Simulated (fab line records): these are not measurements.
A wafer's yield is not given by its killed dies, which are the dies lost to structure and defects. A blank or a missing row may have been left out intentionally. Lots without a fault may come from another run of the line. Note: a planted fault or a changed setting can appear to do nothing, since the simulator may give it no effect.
Which tool is to blame? || flow nand_harc || 33 wafers from 11 lots sampled at 4 of the route's 1302 steps

== WHAT THE GAUGES READ, wafer by wafer ==
NHARC_P_M2_THK_MEAS_24: measures by xrf.
{"lot": "L074", "measured": "day 6 17:05", "on": "film_metro-02", "thk_nm (nm)": "143.6 143.8 145.3"}
{"lot": "L077", "measured": "day 7 16:33", "on": "film_metro-01", "thk_nm (nm)": "144.8 145.7 147.0"}
{"lot": "L079", "measured": "day 8 14:03", "on": "film_metro-02", "thk_nm (nm)": "143.5 146.0 143.1"}
{"lot": "L081", "measured": "day 9 07:02", "on": "film_metro-01", "thk_nm (nm)": "145.0 143.8 143.7"}
{"lot": "L084", "measured": "day 10 17:02", "on": "film_metro-01", "thk_nm (nm)": "145.1 144.6 144.2"}
{"lot": "L087", "measured": "day 11 21:11", "on": "film_metro-01", "thk_nm (nm)": "143.2 142.9 144.8"}
{"lot": "L088", "measured": "day 12 11:28", "on": "film_metro-02", "thk_nm (nm)": "143.9 143.9 142.3"}
{"lot": "L090", "measured": "day 13 03:16", "on": "film_metro-01", "thk_nm (nm)": "145.0 145.4 144.3"}
{"lot": "L092", "measured": "day 13 20:49", "on": "film_metro-02", "thk_nm (nm)": "145.5 144.8 141.9"}
{"lot": "L094", "measured": "day 14 22:08", "on": "film_metro-02", "thk_nm (nm)": "143.8 147.1 146.3"}
{"lot": "L096", "measured": "day 15 16:45", "on": "film_metro-02", "thk_nm (nm)": "145.2 145.8 141.4"}

== EACH LOT AND THE TOOL THAT RAN IT (in order: tool; ch and the chambers of the sampled wafers; start) ==
{"lot": "L074", "NHARC_P_M1_ETCH_35": "rie_diel-01 ch 2,3, day 6 10:32", "NHARC_P_M2_ETCH_35": "rie_diel-04 ch 0,1,2, day 6 14:45", "NHARC_P_M2_STRIP_18": "rie_diel-04 ch 0,1,3, day 6 15:04"}
{"lot": "L077", "NHARC_P_M1_ETCH_35": "rie_diel-01 ch 0,1,3, day 7 09:58", "NHARC_P_M2_ETCH_35": "rie_diel-06 ch 0,1,3, day 7 14:11", "NHARC_P_M2_STRIP_18": "rie_diel-05 ch 2,3, day 7 14:31"}
{"lot": "L079", "NHARC_P_M1_ETCH_35": "rie_diel-01 ch 0,1,3, day 8 07:30", "NHARC_P_M2_ETCH_35": "rie_diel-05 ch 0,1,3, day 8 11:40", "NHARC_P_M2_STRIP_18": "rie_diel-05 ch 0,2,3, day 8 11:57"}
{"lot": "L081", "NHARC_P_M1_ETCH_35": "rie_diel-01 ch 0,2,3, day 9 00:34", "NHARC_P_M2_ETCH_35": "rie_diel-05 ch 0,1,2, day 9 04:42", "NHARC_P_M2_STRIP_18": "rie_diel-04 ch 1,2,3, day 9 04:59"}
{"lot": "L084", "NHARC_P_M1_ETCH_35": "rie_diel-12 ch 2,3, day 10 10:41", "NHARC_P_M2_ETCH_35": "rie_diel-04 ch 0,1,3, day 10 14:43", "NHARC_P_M2_STRIP_18": "rie_diel-06 ch 2,3, day 10 15:01"}
{"lot": "L087", "NHARC_P_M1_ETCH_35": "rie_diel-12 ch 1,2, day 11 14:40", "NHARC_P_M2_ETCH_35": "rie_diel-05 ch 1,3, day 11 18:51", "NHARC_P_M2_STRIP_18": "rie_diel-06 ch 1,3, day 11 19:11"}
{"lot": "L088", "NHARC_P_M1_ETCH_35": "rie_diel-02 ch 1,2,3, day 12 05:00", "NHARC_P_M2_ETCH_35": "rie_diel-05 ch 2,3, day 12 09:08", "NHARC_P_M2_STRIP_18": "rie_diel-06 ch 1,2, day 12 09:26"}
{"lot": "L090", "NHARC_P_M1_ETCH_35": "rie_diel-01 ch 0,2,3, day 12 20:43", "NHARC_P_M2_ETCH_35": "rie_diel-06 ch 0,1,2, day 13 00:50", "NHARC_P_M2_STRIP_18": "rie_diel-04 ch 0,2,3, day 13 01:08"}
{"lot": "L092", "NHARC_P_M1_ETCH_35": "rie_diel-12 ch 1,2,3, day 13 14:20", "NHARC_P_M2_ETCH_35": "rie_diel-05 ch 0,2, day 13 18:30", "NHARC_P_M2_STRIP_18": "rie_diel-04 ch 1,2, day 13 18:47"}
{"lot": "L094", "NHARC_P_M1_ETCH_35": "rie_diel-12 ch 0,1,3, day 14 15:38", "NHARC_P_M2_ETCH_35": "rie_diel-04 ch 0,1, day 14 19:45", "NHARC_P_M2_STRIP_18": "rie_diel-06 ch 1,2, day 14 20:05"}
{"lot": "L096", "NHARC_P_M1_ETCH_35": "rie_diel-12 ch 1,3, day 15 10:16", "NHARC_P_M2_ETCH_35": "rie_diel-04 ch 0,1, day 15 14:25", "NHARC_P_M2_STRIP_18": "rie_diel-05 ch 0,1, day 15 14:45"}
- NHARC_P_M1_ETCH_35: etches the open film in N2/H2, target depth 40 nm, overetch 12 nm, time 43.94 s.
- NHARC_P_M2_ETCH_35: etches the open film in N2/H2, target depth 40 nm, overetch 12 nm, time 43.94 s.
- NHARC_P_M2_STRIP_18: strips in N2/H2.

== THE ANSWER, worked out from the rows above alone ==
Rule: what is usual is taken from the lots themselves. Put in order of their means at a reading, lots are off if they are a third of the lots or fewer, leave a main group of 4 or more, and stand apart from it by a gap of 3 or more times the standard deviation of the main group's means; of several such gaps the widest counts. Not used: any main group whose means are identical at the precision the tables above print for the reading. Also off: a lot with no number at a reading for which 4 or more lots have one. The other lots that the step has rows for count as sound.
Across all readings shown, no lot is off: no conclusion can be drawn from this.

== WHAT THE SIMULATOR PUT IN ==
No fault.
